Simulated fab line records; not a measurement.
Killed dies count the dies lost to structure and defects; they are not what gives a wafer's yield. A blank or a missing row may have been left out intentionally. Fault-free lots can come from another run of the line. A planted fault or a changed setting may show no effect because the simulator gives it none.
fab line records | flow nand_harc
record lots=7 | wafers=18 | last_day=24
route steps=1159 shown P_CONTACT@249 P_M0@253 END@1159
lots that met no fault: from a run of the same line without faults
start_h: start of the lot's first displayed wafer, in hours after the record's first day | wait_h: how many hours have passed since the lot's step before this one | " repeats the value in the row above | L1.1+2: one row covering several wafers at once | - no value, or no start was given | * or withheld: withheld | < > ~ a bound
route shown NAME@n: a module of which the file shows steps, and the number in the route of the first | usual: mean/standard deviation taken from wafers without a fault | same: alike in all rows | chamber/n: place in a boat | sites: per-site readings | _std_site: their standard deviation | _edge_site: inner sites' mean taken away from outer sites' mean | radius_mm: how far each site lies from the wafer's centre | mask NAME#n: copy n | behind: the tool/chamber that last shaped the wafer | hold: why the lot was held/for how many hours/how that ended | device: whichever transistor did not switch (one of n, p or np) | end of line: the route-end tests of the same wafers | a step without rows: its recipe alone | killed: the dies lost at the first sort to structure and to defects; this is not the yield of the wafer | map: dies across one wafer; x = killed, . = not, _ = none there
set.NAME: the setting as run; set.NAME@STEP: as run at that earlier step | model.NAME: the simulator's own value behind a step, which no gauge read
lots seen at some steps along the route; tables by step, rows by wafer
services: from which hour (start_h, from the record's first day; less than 0 if before it) a tool's chamber was out of use, for how many hours, and why
## steps
# step NHARC_P_CONTACT_CMP_24
# recipe t_overpolish_s=30 | target_thk_nm=200
# usual motor_current_A=12.0/1.1 | overpolish_run_s=30.000/0.0096 | time_to_endpoint_s=40/3.6
lot.wafer | tool   | chamber | start_h | wait_h | motor_current_A | overpolish_run_s | time_to_endpoint_s
L807.4    | cmp-01 | 3       | 131.99  | 0.4    | 11.9            | 30.002           | 47
L807.2    | "      | 1       | "       | "      | 11.5            | 30.006           | 40
L807.5    | "      | 3       | "       | "      | 12.8            | 30.005           | 46
L813.6    | cmp-01 | 3       | 158.55  | 0.2    | 12.3            | 29.993           | 43
L813.5    | "      | 0       | "       | "      | 11.8            | 29.991           | 44
L814.2    | cmp-02 | 2       | 161.76  | 0.5    | 9.7             | 30.014           | 34
L814.3    | "      | 3       | "       | "      | 11.6            | 30.016           | 35
L815.3    | cmp-01 | 3       | 162.89  | 0.3    | 12.4            | 29.987           | 48
L815.5    | "      | 2       | "       | "      | 12.2            | 29.991           | 44
L820.4    | cmp-01 | 2       | 192.64  | 0.4    | 12.4            | 29.998           | 39
L820.1    | "      | 3       | "       | "      | 12.7            | 30.006           | 42
L820.5    | "      | 3       | "       | "      | 12.8            | 30.015           | 41
L822.2    | cmp-02 | 0       | 211.80  | 0.6    | 11.2            | 29.999           | 41
L822.4    | "      | 1       | "       | "      | 11.5            | 29.985           | 33
L822.5    | "      | 3       | "       | "      | 11.4            | 30.010           | 35
L827.2    | cmp-02 | 1       | 238.08  | 0.5    | 11.4            | 29.990           | 36
L827.4    | "      | 2       | "       | "      | 10.0            | 29.997           | 39
L827.5    | "      | 0       | "       | "      | 11.8            | 29.980           | 42
# step NHARC_P_CONTACT_SRD_26
# step NHARC_P_CONTACT_INSPECT_27
# usual raw_defect_count=272/100
lot.wafer | tool              | chamber | start_h | wait_h | raw_defect_count
L807.2    | defect_inspect-02 | -       | 132.37  | 0.1    | 222
L807.4    | "                 | -       | "       | "      | 305
L807.5    | "                 | -       | "       | "      | 231
L813.5    | defect_inspect-01 | -       | 158.85  | 0.1    | 373
L813.6    | "                 | -       | "       | "      | 162
L814.2    | defect_inspect-01 | -       | 162.14  | 0.1    | 243
L814.3    | "                 | -       | "       | "      | 313
L815.3    | defect_inspect-01 | -       | 163.25  | 0.1    | 95
L815.5    | "                 | -       | "       | "      | 116
L820.1    | defect_inspect-02 | -       | 193.04  | 0.1    | 269
L820.4    | "                 | -       | "       | "      | 232
L820.5    | "                 | -       | "       | "      | 409
L822.2    | defect_inspect-01 | -       | 212.17  | 0.1    | 191
L822.4    | "                 | -       | "       | "      | 258
L822.5    | "                 | -       | "       | "      | 158
L827.2    | defect_inspect-01 | -       | 238.44  | 0.1    | 208
L827.4    | "                 | -       | "       | "      | 166
L827.5    | "                 | -       | "       | "      | 207
# step NHARC_P_M0_DEP_00
# recipe target_thk_a=1500 | target_thk_nm=150 | temp_c=withheld | pressure_torr=5 | flow_sccm=200 | rf_w=600 | material=SiOC
# step NHARC_P_M0_DEHYDRATE_01
# recipe temp_c=150 | time_s=120
# step NHARC_P_M0_HMDS_02
# recipe time_s=30
# step NHARC_P_M0_COAT_33
# recipe temp_c=200 | time_s=65
# step NHARC_P_M0_COAT_03
# recipe spin_rpm=1500 | resist_thk_nm=90
# step NHARC_P_M0_SOFTBAKE_04
# recipe temp_c=105 | time_s=55
# step NHARC_P_M0_EBR_05
# step NHARC_P_M0_EXPOSE_06
# recipe na=1.35 | target_cd_nm=90 | dose_mj=81.28 | mask_id=P_M0
# step NHARC_P_M0_PEB_07
# recipe peb_temp_c=100 | peb_time_s=65
# usual exhaust_pa=45.0/0.94 | heater_power_total_W=156.6/0.41
lot.wafer | tool           | chamber | start_h | wait_h | exhaust_pa | heater_power_total_W
L807.2    | litho_track-04 | 0       | 133.19  | 0.1    | 44.9       | 156.7
L807.4    | "              | 0       | "       | "      | 44.2       | 157.1
L807.5    | "              | 0       | "       | "      | 45.8       | 156.9
L813.5    | litho_track-06 | 0       | 159.74  | 0.0    | 45.6       | 156.3
L813.6    | "              | 0       | "       | "      | 45.6       | 164.7
L814.2    | litho_track-06 | 0       | 162.96  | 0.1    | 44.2       | 155.9
L814.3    | "              | 0       | "       | "      | 44.7       | 165.0
L815.3    | litho_track-06 | 0       | 164.50  | 0.0    | 44.6       | 164.1
L815.5    | "              | 0       | "       | "      | 43.6       | 157.0
L820.1    | litho_track-04 | 0       | 193.76  | 0.1    | 45.1       | 156.4
L820.4    | "              | 0       | "       | "      | 45.6       | 157.1
L820.5    | "              | 0       | "       | "      | 45.1       | 157.0
L822.2    | litho_track-04 | 0       | 212.98  | 0.1    | 45.6       | 156.0
L822.4    | "              | 0       | "       | "      | 44.2       | 157.0
L822.5    | "              | 0       | "       | "      | 44.8       | 156.3
L827.2    | litho_track-06 | 0       | 239.25  | 0.1    | 44.6       | 157.0
L827.4    | "              | 0       | "       | "      | 45.2       | 156.8
L827.5    | "              | 0       | "       | "      | 45.9       | 156.7
# step NHARC_P_M0_DEVELOP_08
# recipe develop_time_s=35 | dev_temp_c=23
# step NHARC_P_M0_CD_MEAS_09
# recipe target_cd_nm=90 | landing_energy_ev=500
# usual cd_nm=90.3/0.75
lot.wafer | tool      | chamber | start_h | wait_h | cd_nm
L807.2    | cd_sem-03 | 0       | 133.27  | -      | 89.4
L807.4    | "         | 0       | "       | "      | 89.1
L807.5    | "         | 0       | "       | "      | 90.9
L813.5    | cd_sem-01 | 0       | 159.83  | -      | 91.4
L813.6    | "         | 0       | "       | "      | 87.8
L814.2    | cd_sem-03 | 0       | 163.04  | -      | 91.4
L814.3    | "         | 0       | "       | "      | 88.9
L815.3    | cd_sem-03 | 0       | 164.58  | -      | 87.7
L815.5    | "         | 0       | "       | "      | 89.5
L820.1    | cd_sem-03 | 0       | 193.83  | -      | 89.3
L820.4    | "         | 0       | "       | "      | 91.4
L820.5    | "         | 0       | "       | "      | 91.4
L822.2    | cd_sem-01 | 0       | 213.07  | -      | 88.6
L822.4    | "         | 0       | "       | "      | 90.1
L822.5    | "         | 0       | "       | "      | 90.2
L827.2    | cd_sem-01 | 0       | 239.34  | -      | 91.1
L827.4    | "         | 0       | "       | "      | 89.8
L827.5    | "         | 0       | "       | "      | 91.1
# step NHARC_P_M0_OVL_MEAS_10
# recipe pitch_nm=180
# usual overlay_x_nm=0.0/0.81 | overlay_y_nm=0.1/0.68
lot.wafer | tool       | chamber | start_h | wait_h | overlay_x_nm | overlay_y_nm
L807.2    | overlay-01 | -       | 133.36  | -      | -0.2         | 0.6
L807.4    | "          | -       | "       | "      | -0.5         | 0.1
L807.5    | "          | -       | "       | "      | -0.5         | 0.3
L813.5    | overlay-01 | -       | 159.91  | -      | -1.5         | -0.3
L813.6    | "          | -       | "       | "      | -1.4         | -0.5
L814.2    | overlay-01 | -       | 163.12  | -      | 0.1          | -0.4
L814.3    | "          | -       | "       | "      | 0.5          | -0.4
L815.3    | overlay-02 | -       | 164.68  | -      | -0.3         | -0.1
L815.5    | "          | -       | "       | "      | -0.1         | 0.2
L820.1    | overlay-02 | -       | 193.92  | -      | 0.5          | 0.0
L820.4    | "          | -       | "       | "      | 1.1          | 0.1
L820.5    | "          | -       | "       | "      | 0.4          | 0.3
L822.2    | overlay-02 | -       | 213.17  | -      | 0.3          | 0.6
L822.4    | "          | -       | "       | "      | 0.7          | 0.3
L822.5    | "          | -       | "       | "      | 0.8          | -0.1
L827.2    | overlay-01 | -       | 239.42  | -      | -0.1         | 0.5
L827.4    | "          | -       | "       | "      | -0.5         | 0.4
L827.5    | "          | -       | "       | "      | -0.6         | 0.1
# step NHARC_P_M0_INSPECT_11
# usual raw_defect_count=4.1/2.2
lot.wafer | tool              | chamber | start_h | wait_h | raw_defect_count
L807.2    | defect_inspect-01 | -       | 133.39  | 0.0    | 4
L807.4    | "                 | -       | "       | "      | 6
L807.5    | "                 | -       | "       | "      | 6
L813.5    | defect_inspect-01 | -       | 159.95  | 0.0    | 3
L813.6    | "                 | -       | "       | "      | 3
L814.2    | defect_inspect-02 | -       | 163.16  | 0.0    | 3
L814.3    | "                 | -       | "       | "      | 4
L815.3    | defect_inspect-01 | -       | 164.72  | 0.0    | 8
L815.5    | "                 | -       | "       | "      | 6
L820.1    | defect_inspect-01 | -       | 193.96  | 0.0    | 1
L820.4    | "                 | -       | "       | "      | 3
L820.5    | "                 | -       | "       | "      | 2
L822.2    | defect_inspect-01 | -       | 213.22  | 0.1    | 5
L822.4    | "                 | -       | "       | "      | 1
L822.5    | "                 | -       | "       | "      | 2
L827.2    | defect_inspect-01 | -       | 239.46  | 0.0    | 2
L827.4    | "                 | -       | "       | "      | 1
L827.5    | "                 | -       | "       | "      | 1
# step NHARC_P_M0_DESCUM_14
# recipe time_s=3 | o2_flow_sccm=200 | ar_flow_sccm=0 | bias_power_w=0 | chemistry=O2
# usual drypump_motor_current_A=5.7/0.43 | oes_product_au=1.004/0.015 | rf_vpp_V=57.9/0.93 | showerhead_plenum_p_Torr=1.93/0.086 | throttle_valve_pct=11.312/0.0078
lot.wafer | tool        | chamber | start_h | wait_h | drypump_motor_current_A | oes_product_au | rf_hours_counter_h | rf_vpp_V | showerhead_plenum_p_Torr | throttle_valve_pct | model.P_M0.cd_nm
L807.2    | rie_diel-03 | 1       | 133.46  | 0.1    | 6.1                     | 1.002          | 7                  | 57.7     | 1.82                     | 11.306             | 89.6
L807.4    | "           | 0       | "       | "      | 5.6                     | 1.015          | -                  | 57.1     | 1.79                     | 11.311             | 89.42
L807.5    | "           | 3       | "       | "      | 5.3                     | 1.022          | -                  | 58.0     | 2.04                     | 11.316             | 92.35
L813.6    | rie_diel-03 | 0       | 160.04  | 0.1    | 5.6                     | 1.020          | -                  | 56.9     | 1.78                     | 11.295             | 87.84
L813.5    | "           | 1       | "       | "      | 6.1                     | 1.005          | -                  | 58.8     | 1.82                     | 11.298             | 91.6
L814.3    | rie_diel-10 | 1       | 163.22  | 0.1    | 6.5                     | 0.997          | 11                 | 56.4     | 1.88                     | 11.321             | 88.08
L814.2    | "           | 3       | "       | "      | 6.1                     | 0.970          | 14                 | 59.0     | 2.00                     | 11.316             | 89.81
L815.3    | rie_diel-10 | 1       | 164.78  | 0.1    | 6.5                     | 0.998          | 12                 | 58.7     | 1.88                     | 11.314             | 87.02
L815.5    | "           | 3       | "       | "      | 6.1                     | 0.973          | -                  | 58.1     | 2.00                     | 11.304             | 88.55
L820.4    | rie_diel-12 | 0       | 194.02  | 0.1    | 4.9                     | 0.999          | 10                 | 57.2     | 1.99                     | 11.313             | 91.18
L820.1    | "           | 1       | "       | "      | 4.9                     | 1.013          | 11                 | 56.8     | 1.90                     | 11.312             | 88.64
L820.5    | "           | 1       | "       | "      | 4.9                     | 1.010          | -                  | 56.9     | 1.90                     | 11.325             | 90.82
L822.2    | rie_diel-12 | 3       | 213.31  | 0.1    | 5.7                     | 0.983          | 0                  | 57.4     | 1.96                     | 11.295             | 88.13
L822.4    | "           | 2       | "       | "      | 5.4                     | 1.002          | -                  | 58.2     | 2.02                     | 11.311             | 90.17
L822.5    | "           | 3       | "       | "      | 5.7                     | 0.988          | -                  | 58.5     | 1.96                     | 11.306             | 90.07
L827.4    | rie_diel-03 | 1       | 239.52  | 0.1    | 6.1                     | 0.996          | 1                  | 57.2     | 1.81                     | 11.313             | 90.72
L827.2    | "           | 3       | "       | "      | 5.3                     | 1.015          | 1                  | 57.7     | 2.03                     | 11.325             | 91.23
L827.5    | "           | 2       | "       | "      | 5.9                     | 1.002          | -                  | 58.2     | 2.01                     | 11.312             | 89.77
# step NHARC_P_M0_ETCH_34
# recipe target_depth_a=400 | overetch_a=120 | time_s=43.94 | ion_energy_ev=200 | n2_flow_sccm=150 | h2_flow_sccm=150 | ar_flow_sccm=0 | rf_w=400 | bias_w=150 | chemistry=N2/H2
# usual drypump_motor_current_A=5.6/0.44 | oes_product_au=1.003/0.015 | rf_vpp_V=431.1/2.7 | showerhead_plenum_p_Torr=2.07/0.091 | throttle_valve_pct=14.171/0.0088
lot.wafer | tool        | chamber | start_h | wait_h | drypump_motor_current_A | oes_product_au | rf_hours_counter_h | rf_vpp_V | showerhead_plenum_p_Torr | throttle_valve_pct
L807.2    | rie_diel-03 | 1       | 133.56  | 0.1    | 6.1                     | 0.996          | 7                  | 426.0    | 1.93                     | 14.183
L807.5    | "           | 0       | "       | "      | 5.6                     | 1.019          | -                  | 426.6    | 1.90                     | 14.184
L807.4    | "           | 1       | "       | "      | 6.1                     | 1.004          | -                  | 428.5    | 1.93                     | 14.169
L813.6    | rie_diel-03 | 2       | 160.11  | 0.1    | 5.9                     | 1.003          | -                  | 433.5    | 2.14                     | 14.170
L813.5    | "           | 3       | "       | "      | 5.3                     | 1.007          | -                  | 432.5    | 2.17                     | 14.174
L814.2    | rie_diel-10 | 3       | 163.32  | 0.1    | 6.1                     | 0.968          | 14                 | 433.7    | 2.13                     | 14.168
L814.3    | "           | 1       | "       | "      | 6.5                     | 0.987          | 11                 | 428.9    | 2.00                     | 14.171
L815.3    | rie_diel-10 | 3       | 164.88  | 0.1    | 6.1                     | 0.975          | 14                 | 434.7    | 2.13                     | 14.179
L815.5    | "           | 3       | "       | "      | 6.1                     | 0.981          | -                  | 433.3    | 2.13                     | 14.178
L820.1    | rie_diel-12 | 3       | 194.11  | 0.1    | 5.7                     | 0.995          | 10                 | 430.7    | 2.09                     | 14.170
L820.4    | "           | 0       | "       | "      | 4.9                     | 1.014          | 10                 | 431.4    | 2.12                     | 14.161
L820.5    | "           | 3       | "       | "      | 5.7                     | 0.999          | -                  | 431.6    | 2.10                     | 14.165
L822.2    | rie_diel-12 | 1       | 213.39  | 0.1    | 4.9                     | 1.028          | 0                  | 430.6    | 2.02                     | 14.182
L822.4    | "           | 1       | "       | "      | 5.0                     | 1.020          | -                  | 430.6    | 2.02                     | 14.164
L822.5    | "           | 3       | "       | "      | 5.7                     | 0.995          | -                  | 433.9    | 2.10                     | 14.168
L827.4    | rie_diel-03 | 1       | 239.60  | 0.1    | 6.1                     | 0.995          | 1                  | 427.0    | 1.93                     | 14.178
L827.2    | "           | 2       | "       | "      | 5.9                     | 1.007          | 1                  | 432.9    | 2.14                     | 14.171
L827.5    | "           | 1       | "       | "      | 6.1                     | 0.988          | -                  | 427.2    | 1.93                     | 14.166
# step NHARC_P_M0_ETCH_15
# recipe target_depth_a=1500 | overetch_a=150 | time_s=82.5 | c4f8_flow_sccm=withheld | ar_flow_sccm=400 | rf_w=600 | bias_w=300 | chemistry=C4F8/Ar
# usual oes_product_au=0.957/0.025 | rf_vpp_V=441.3/2.8
lot.wafer | tool        | chamber | start_h | wait_h | oes_product_au | rf_hours_counter_h | rf_vpp_V | model.P_M0.cd_nm
L807.2    | rie_diel-03 | 0       | -       | -      | 0.983          | 7                  | 435.3    | 89.72
L807.5    | "           | 3       | "       | "      | 0.983          | -                  | 446.1    | 92.24
L807.4    | "           | 0       | "       | "      | 0.982          | -                  | 435.7    | 89.71
L813.5    | rie_diel-03 | 3       | -       | -      | 0.996          | -                  | 446.5    | 91.47
L813.6    | "           | 0       | "       | "      | 0.988          | -                  | 436.3    | 87.05
L814.3    | rie_diel-10 | 3       | -       | -      | 0.900          | 14                 | 443.9    | 88.06
L814.2    | "           | 1       | "       | "      | 0.926          | 11                 | 438.9    | 90.46
L815.3    | rie_diel-10 | 3       | -       | -      | 0.945          | 14                 | 441.8    | 87.31
L815.5    | "           | 3       | "       | "      | 0.933          | -                  | 443.4    | 88.81
L820.1    | rie_diel-12 | 1       | -       | -      | 0.940          | 11                 | 441.0    | 88.42
L820.4    | "           | 3       | "       | "      | 0.925          | 10                 | 441.4    | 90.88
L820.5    | "           | 2       | "       | "      | 0.921          | -                  | 444.4    | 90.81
L822.2    | rie_diel-12 | 1       | -       | -      | 0.974          | 0                  | 439.2    | 88.06
L822.5    | "           | 3       | "       | "      | 0.948          | -                  | 442.0    | 89.11
L822.4    | "           | 1       | "       | "      | 0.985          | -                  | 439.6    | 90.21
L827.4    | rie_diel-03 | 0       | -       | -      | 0.994          | 1                  | 438.2    | 89.82
L827.2    | "           | 2       | "       | "      | 0.943          | 1                  | 442.6    | 90.5
L827.5    | "           | 0       | "       | "      | 0.998          | -                  | 435.8    | 89.01
# step NHARC_P_M0_CD_MEAS_16
# usual cd_nm=90.2/1
lot.wafer | tool      | chamber | start_h | wait_h | cd_nm
L807.2    | cd_sem-01 | -       | 133.80  | -      | 89.6
L807.4    | "         | -       | "       | "      | 89.8
L807.5    | "         | -       | "       | "      | 92.1
L813.5    | cd_sem-01 | -       | 160.31  | -      | 91.4
L813.6    | "         | -       | "       | "      | 87.0
L814.2    | cd_sem-03 | -       | 163.57  | -      | 90.3
L814.3    | "         | -       | "       | "      | 88.0
L815.3    | cd_sem-03 | -       | 165.13  | -      | 87.6
L815.5    | "         | -       | "       | "      | 88.8
L820.1    | cd_sem-02 | -       | 194.32  | -      | 88.7
L820.4    | "         | -       | "       | "      | 90.8
L820.5    | "         | -       | "       | "      | 90.8
L822.2    | cd_sem-03 | -       | 213.63  | -      | 88.0
L822.4    | "         | -       | "       | "      | 90.3
L822.5    | "         | -       | "       | "      | 89.4
L827.2    | cd_sem-01 | -       | 239.82  | -      | 90.7
L827.4    | "         | -       | "       | "      | 90.0
L827.5    | "         | -       | "       | "      | 89.2
# step NHARC_END_SORT_01
# recipe temp_c=25
# usual defect_limited_yield=95.3/1.5 | killed_at_array=28/10 | killed_at_other=0.6/1.1 | killed_at_periphery=3.6/2.6 | killed_dies=32/10 | killed_open=3.3/1.8 | killed_short=1.9/1.4 | sort_bin_2_pct=1.5/0.61 | sort_bin_3_pct=0.27/0.2 | sort_bin_4_pct=3.0/1 | sort_n_pass=645/10 | sort_rim_yield_pct=97.3/1.9 | sort_yield_pct=95.3/1.5
# same gross_dies=677 | sort_bin_5_pct[%]=0 | sort_bin_6_pct[%]=0 | sort_bin_7_pct[%]=0 | sort_bin_8_pct[%]=0 | sort_rim_n_gross=106.00
lot.wafer | tool      | chamber | start_h | wait_h | defect_limited_yield[%] | killed_at_array | killed_at_other | killed_at_periphery | killed_dies | killed_open | killed_short | sort_bin_2_pct[%] | sort_bin_3_pct[%] | sort_bin_4_pct[%] | sort_n_pass | sort_rim_yield_pct[%] | sort_yield_pct[%]
L807.2    | prober-01 | 0       | 457.36  | 2.8    | 98.1                    | 11              | 1               | 1                   | 13          | 3           | 1            | 1.0               | 0.15              | 0.7               | 664         | 99.1                  | 98.1
L807.4    | prober-01 | 0       | 458.96  | 3.4    | 97.8                    | 9               | 1               | 5                   | 15          | 2           | 4            | 0.6               | 0.30              | 1.3               | 662         | 98.1                  | 97.8
L807.5    | prober-01 | 0       | 459.76  | 3.7    | 97.6                    | 13              | 0               | 3                   | 16          | 2           | 0            | 0.9               | 0                 | 1.5               | 661         | 100.0                 | 97.6
L815.3    | prober-01 | 0       | 506.91  | 3.1    | 94.5                    | 28              | 0               | 9                   | 37          | 3           | 2            | 1.0               | 0.44              | 4.0               | 640         | 94.3                  | 94.5
L815.5    | prober-01 | 0       | 508.52  | 3.7    | 94.4                    | 32              | 0               | 6                   | 38          | 4           | 0            | 2.1               | 0.15              | 3.4               | 639         | 94.3                  | 94.4
L820.1    | prober-02 | 0       | 534.38  | 2.5    | 93.2                    | 41              | 1               | 4                   | 46          | 4           | 4            | 1.9               | 0.44              | 4.4               | 631         | 94.3                  | 93.2
L820.4    | prober-02 | 0       | 536.77  | 3.4    | 92.9                    | 46              | 0               | 2                   | 48          | 2           | 1            | 2.2               | 0.15              | 4.7               | 629         | 98.1                  | 92.9
L820.5    | prober-02 | 0       | 537.57  | 3.7    | 91.3                    | 56              | 1               | 2                   | 59          | 0           | 1            | 2.8               | 0.59              | 5.3               | 618         | 96.2                  | 91.3
L822.2    | prober-02 | 0       | 548.62  | 2.8    | 96.0                    | 21              | 0               | 6                   | 27          | 5           | 4            | 1.0               | 0.15              | 2.8               | 650         | 99.1                  | 96.0
L827.2    | prober-02 | 0       | 564.25  | 2.8    | 93.5                    | 39              | 2               | 3                   | 44          | 1           | 8            | 2.5               | 0.44              | 3.5               | 633         | 100.0                 | 93.5
L827.4    | prober-02 | 0       | 565.88  | 3.4    | 93.5                    | 41              | 0               | 3                   | 44          | 5           | 2            | 1.8               | 0.44              | 4.3               | 633         | 97.2                  | 93.5
L827.5    | prober-02 | 0       | 566.69  | 3.8    | 95.1                    | 31              | 0               | 2                   | 33          | 3           | 2            | 1.3               | 0.15              | 3.4               | 644         | 97.2                  | 95.1
# killed by level:class
L807.2 A_CONTACT:geometric_particle:open=2 A_CHANNEL_HOLE_D1:chamber_film_flake=2 A_STAIRCASE:chamber_film_flake=2 A_CONTACT:chamber_film_flake=2 A_SOURCE_PLATE:geometric_particle:short=1 A_CHANNEL_FILL_D1:geometric_particle:open=1 P_M1:chamber_film_flake=1 A_WL_FILL:chamber_film_flake=1
L807.4 P_GATE:chamber_film_flake=3 A_STAIRCASE:chamber_film_flake=3 P_CONTACT:geometric_particle:short=1 A_SOURCE_PLATE:geometric_particle:short=1 A_ONON_D1:geometric_particle:open=1 A_CONTACT:geometric_particle:short=1 A_M0:geometric_particle:open=1 STARTING-WAFER:geometric_particle:short=1
L807.5 A_CHANNEL_HOLE_D1:chamber_film_flake=4 A_WL_FILL:chamber_film_flake=3 A_CONTACT:chamber_film_flake=3 P_GATE:chamber_film_flake=2 A_CHANNEL_FILL_D1:geometric_particle:open=1 A_CONTACT:geometric_particle:open=1 P_BONDPAD:chamber_film_flake=1 A_STAIRCASE:chamber_film_flake=1
L815.3 A_SLIT:chamber_film_flake=11 A_CHANNEL_HOLE_D1:chamber_film_flake=10 P_STI:chamber_film_flake=6 P_GATE:geometric_particle:open=1 A_CHANNEL_FILL_D1:geometric_particle:short=1 A_WL_FILL:geometric_particle:short=1 A_CONTACT:geometric_particle:open=1 A_M0:geometric_particle:open=1
L815.5 A_CHANNEL_HOLE_D1:chamber_film_flake=17 A_SLIT:chamber_film_flake=11 P_STI:chamber_film_flake=4 P_CONTACT:geometric_particle:open=1 A_CHANNEL_FILL_D1:geometric_particle:open=1 A_BLC:geometric_particle:open=1 A_M0:geometric_particle:open=1 P_GATE:chamber_film_flake=1
L820.1 A_CHANNEL_HOLE_D1:chamber_film_flake=16 A_SLIT:chamber_film_flake=11 A_CONTACT:chamber_film_flake=6 P_M1:geometric_particle:short=3 A_CONTACT:geometric_particle:open=2 P_CONTACT:geometric_particle:open=1 A_CHANNEL_FILL_D1:geometric_particle:open=1 A_CONTACT:geometric_particle:short=1
L820.4 A_CHANNEL_HOLE_D1:chamber_film_flake=19 A_SLIT:chamber_film_flake=13 A_CONTACT:chamber_film_flake=10 A_STAIRCASE:chamber_film_flake=2 P_CONTACT:geometric_particle:short=1 P_CONTACT:geometric_particle:open=1 A_BLC:geometric_particle:open=1 A_ZERO_WELL:chamber_film_flake=1
L820.5 A_CHANNEL_HOLE_D1:chamber_film_flake=25 A_SLIT:chamber_film_flake=11 A_CONTACT:chamber_film_flake=11 A_STAIRCASE:chamber_film_flake=5 A_WL_FILL:geometric_particle:short=1 P_GATE:chamber_film_flake=1 P_BONDPAD:chamber_film_flake=1 A_ZERO_WELL:chamber_film_flake=1
L822.2 A_CHANNEL_HOLE_D1:chamber_film_flake=8 A_CONTACT:chamber_film_flake=4 A_SGD_CUT:chamber_film_flake=3 P_CONTACT:geometric_particle:open=2 A_CHANNEL_FILL_D1:geometric_particle:short=2 P_STI:geometric_particle:short=1 P_GATE:geometric_particle:open=1 P_M0:geometric_particle:short=1
L827.2 A_CHANNEL_HOLE_D1:chamber_film_flake=21 A_CONTACT:chamber_film_flake=6 A_CHANNEL_FILL_D1:geometric_particle:short=2 A_WL_FILL:geometric_particle:short=2 A_STAIRCASE:chamber_film_flake=2 A_WL_FILL:chamber_film_flake=2 P_STI:geometric_particle:short=1 P_M1:geometric_particle:open=1
L827.4 A_CHANNEL_HOLE_D1:chamber_film_flake=22 A_CONTACT:chamber_film_flake=5 A_ZERO_WELL:chamber_film_flake=4 A_WL_FILL:chamber_film_flake=3 A_CONTACT:geometric_particle:short=2 P_STI:geometric_particle:open=1 P_M1:geometric_particle:open=1 A_SGD_CUT:geometric_particle:open=1
L827.5 A_CHANNEL_HOLE_D1:chamber_film_flake=20 A_CONTACT:chamber_film_flake=4 A_STAIRCASE:chamber_film_flake=3 P_GATE:geometric_particle:open=1 P_M2:geometric_particle:open=1 A_CHANNEL_HOLE_D1:geometric_particle:short=1 A_WL_FILL:geometric_particle:short=1 A_CONTACT:geometric_particle:open=1
## services
tool           | chamber | start_h | hours | kind
litho_track-06 | -       | 117.00  | 7.0   | pm
rie_diel-03    | 0       | 120.85  | -     | clean
rie_diel-03    | 1       | 120.85  | -     | clean
rie_diel-03    | 2       | 120.85  | -     | clean
rie_diel-03    | 3       | 120.85  | -     | clean
rie_diel-03    | 2       | 125.52  | 20.1  | repair
rie_diel-10    | 1       | 128.53  | 30.7  | repair
cmp-02         | -       | 129.49  | 4.0   | pm
litho_track-04 | -       | 141.00  | 7.0   | pm
rie_diel-03    | 0       | 145.35  | -     | clean
rie_diel-10    | 2       | 150.35  | 82.1  | repair
cmp-02         | -       | 155.45  | 0.8   | repair
rie_diel-12    | -       | 156.59  | 2.6   | repair
rie_diel-12    | -       | 171.28  | 0.6   | repair
rie_diel-10    | -       | 176.50  | 9.0   | pm
cmp-02         | -       | 177.20  | 1.7   | repair
cmp-01         | -       | 179.50  | 4.0   | pm
rie_diel-12    | -       | 202.47  | 9.0   | pm
cmp-02         | -       | 206.83  | 2.4   | repair
cmp-01         | -       | 209.96  | 3.3   | repair
rie_diel-12    | 0       | 211.63  | 6.9   | repair
rie_diel-03    | -       | 215.30  | 9.0   | pm
cmp-02         | -       | 225.55  | 4.3   | repair
cmp-02         | -       | 229.89  | 4.0   | pm
## key
first_sign step=NHARC_P_M0_PEB_07 | reading=heater_power_total_W | direction=up | sigmas=19 | usual=* | struck=*
effect step=NHARC_P_M0_CD_MEAS_09 | reading=cd_nm | direction=down | sigmas=2.9 | usual=90.3 | struck=88.1
effect step=NHARC_P_M0_CD_MEAS_16 | reading=cd_nm | direction=down | sigmas=2.5 | usual=90.2 | struck=87.6
model_effect step=NHARC_P_M0_DESCUM_14 | value=P_M0.cd_nm | without=90.85 | struck=87.64
model_effect step=NHARC_P_M0_ETCH_15 | value=P_M0.cd_nm | without=90.68 | struck=87.47
met_at NHARC_P_M0_PEB_07
struck_wafers L813.6,L814.3,L815.3
sort_left_out L813.6,L814.3
fault kind=process_parameter_drift | tool=litho_track-06 | chamber=- | onset_h=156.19 | steps=NHARC_P_M0_PEB_07 | channel=peb_time_s | offset=* | shape=step | end_h=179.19 | scope=struck_wafers_only | acts_in=* | stated=*
# sort_left_out: the simulated sort isn't trusted on such a fault, so these wafers' sort isn't shown, and their yield isn't known
